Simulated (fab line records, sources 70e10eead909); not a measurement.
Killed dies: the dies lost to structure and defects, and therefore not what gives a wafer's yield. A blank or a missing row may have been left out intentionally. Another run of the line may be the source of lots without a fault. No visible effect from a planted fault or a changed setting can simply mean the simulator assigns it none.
Chamber matching ; flow nandHarc ; rieDiel-07 running NHARC_A_BLC_ETCH_17: 4 sister chambers
The step etches the open film in N2/H2, target depth 390 nm, time 609.38 s. 4 wafers are shown with their chamber, then 6 later ones without.

## EACH WAFER AND ITS CHAMBER
wafer;chamber;runLengthS (s)
L677.4;3;630.1
L677.6;2;630.9
L676.2;1;629.9
L676.3;0;630.4

## WAFERS MISSING THEIR CHAMBER
wafer;runLengthS (s)
L676.4;630.4
L678.1;630.1
L678.2;630.2
L678.5;630.6
L688.3;630.4
L692.3;630.7

## WHICH CHAMBER EACH WENT THROUGH
wafer;from the rows above;in truth
L676.4;0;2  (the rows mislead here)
L678.1;can't be placed: 3 or 1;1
L678.2;can't be placed: 3 or 0 or 1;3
L678.5;can't be placed: 0 or 2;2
L688.3;0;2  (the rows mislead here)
L692.3;can't be placed: 2 or 0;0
Correct placement for 0 of the 6. From these rows, 4 cannot be placed; in 4 the true chamber is one of the candidates. Placed wrongly: 2.
How it was worked out, from the rows above alone: a wafer's distance from a chamber is the root of the sum, over the readings, of the square of ((its reading less the chamber's mean) divided by the reading's scatter). The wafer belongs to the nearest chamber; if the next one is less than 2 further off, it can't be placed. The mean given for a chamber averages the wafers shown for that chamber. The scatter: root of mean squared gap, hidden wafer to nearest shown wafer, with one shown wafer a chamber.
